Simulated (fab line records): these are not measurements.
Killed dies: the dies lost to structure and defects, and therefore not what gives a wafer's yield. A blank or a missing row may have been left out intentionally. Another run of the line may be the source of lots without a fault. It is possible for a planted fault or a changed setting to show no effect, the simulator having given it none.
Struck lot and sound lot, side by side / flow nand_harc / 15 out of 1302 route steps
Sound: the wafers L940.1, L940.2, L940.3. Wafers struck: L954.2, L954.3, L954.6. The cause is given at the end.
Each step with rows lists, per side, the tool, then ch with its chambers, then its first start. Under that, the readings that differ: sound wafers / struck wafers / difference of the means / sigmas: that difference in standard deviations of wafers without a fault.
alike: words and numbers the same on both sides, and readings whose means are apart by under 2 such deviations; not compared: readings that were withheld, readings missing a value for some wafer, numbers with overlapping values and no deviation given by the record, and bounds like >300 which may hide the same value.
Wherever a step has rows on one side only, a row that says differs or no value, or a row with sigmas, the two part there. Non-overlapping numbers with no deviation appear without sigmas and do not part them. Lack of a reading on every wafer of one side parts them only where that side has two or more wafers.

first, 4 steps without rows for these wafers: NHARC_A_CONTACT_EBR_04; NHARC_A_CONTACT_EXPOSE_05 (exposes mask A CC); NHARC_A_CONTACT_PEB_06 (peb time 65 s); NHARC_A_CONTACT_DEVELOP_07 (develop time 35 s).
NHARC_A_CONTACT_CD_MEAS_08: target cd 200 nm.
  sound on cd_sem-01 ch 0, day 25 20:34; struck on cd_sem-03 ch 0, day 30 00:58
  alike: cd_nm
NHARC_A_CONTACT_OVL_MEAS_09:
  sound on overlay-02, day 25 20:40; struck on overlay-01, day 30 01:03
reading=overlay_y_nm (nm); sound=0.2 -0.5 -0.3; struck=1.7 2.2 1.3; difference=+1.9; sigmas=+3
  alike: overlay_x_nm
NHARC_A_CONTACT_INSPECT_10:
  sound on defect_inspect-02, day 25 20:42; struck on defect_inspect-02, day 30 01:05
  alike: raw_defect_count
NHARC_A_CONTACT_DESCUM_13: chemistry O2, time 3 s.
  sound on rie_diel-01 ch 0,1,3, day 25 20:46; struck on rie_diel-01 ch 0,2, day 30 01:10
  alike: drypump_motor_current_A, oes_product_au, rf_vpp_V, showerhead_plenum_p_Torr, throttle_valve_pct
  not compared: rf_hours_counter_h
NHARC_A_CONTACT_ETCH_88: etches the open film in CF4, target depth 39 nm, time 65 s.
  sound on rie_diel-01 ch 1,2,3, day 25 20:51; struck on rie_diel-01 ch 1,2, day 30 01:14
  alike: bias_w, cf4_flow_sccm, drypump_motor_current_A, oes_product_au, rf_vpp_V, showerhead_plenum_p_Torr, throttle_valve_pct
  not compared: rf_hours_counter_h
then, 1 step without rows for these wafers: NHARC_A_CONTACT_ETCH_89 (etches the open film in N2/H2, target depth 260 nm, time 475.3 s).
NHARC_A_CONTACT_ETCH_30: etches the open film in CF4/CHF3, target depth 72.6 nm, time 36.3 s.
  sound: rie_diel-01 ch 0,1,3; struck: rie_diel-01 ch 1,3
  alike: bias_w, cf4_flow_sccm, drypump_motor_current_A, oes_product_au, rf_vpp_V, showerhead_plenum_p_Torr, throttle_valve_pct
  not compared: rf_hours_counter_h
NHARC_A_CONTACT_ETCH_31: etches the open film in O2/COS, target depth 2800 nm, time 728 s.
  sound: rie_diel-01 ch 0,2,3; struck: rie_diel-01 ch 0,2,3
  alike: bias_w, chamber_pressure_mTorr, drypump_motor_current_A, oes_product_au, rf_vpp_V, showerhead_plenum_p_Torr, throttle_valve_pct
  not compared: rf_hours_counter_h
NHARC_A_CONTACT_ETCH_134: etches the open film in C4F8/O2/Ar, time 140 s, target depth 700 nm.
  sound on har_cap_etch-01 ch 0,1, day 25 21:53; struck on har_cap_etch-03 ch 0,1, day 30 02:19
  no value came back on the struck wafers for chamber_pressure_mTorr (mTorr), oes_air_line_au (a.u.); on the sound wafers chamber_pressure_mTorr (mTorr) reads 20.005 19.986 19.991
  not compared: rf_hours_counter_h
NHARC_A_CONTACT_ETCH_135: etches the open film in C4F8/O2/Ar, time 311 s, target depth 1912 nm.
  sound on har_cap_etch-01 ch 0,1, day 25 22:14; struck on har_cap_etch-03 ch 0,1, day 30 02:31
reading=oes_air_line_au (a.u.); sound=0.975 1.000 0.964; struck=1.042 0.999 1.033; difference=+0.045; sigmas=+2
  alike: chamber_pressure_mTorr
  not compared: rf_hours_counter_h
-- break in the record here, with 2 days between the starts of the struck wafers on either side (left off in module A_CONTACT, picked up again in module END, where the first step shown is number 1302 on the route) --
NHARC_END_SORT_01:
  here the record holds rows for the struck wafers (prober-01 ch 0, day 32 04:20) but none for the sound ones

WHERE THEY PART
First at NHARC_A_CONTACT_OVL_MEAS_09; last, within this record, at NHARC_END_SORT_01.

WHY: whatever the simulator had introduced
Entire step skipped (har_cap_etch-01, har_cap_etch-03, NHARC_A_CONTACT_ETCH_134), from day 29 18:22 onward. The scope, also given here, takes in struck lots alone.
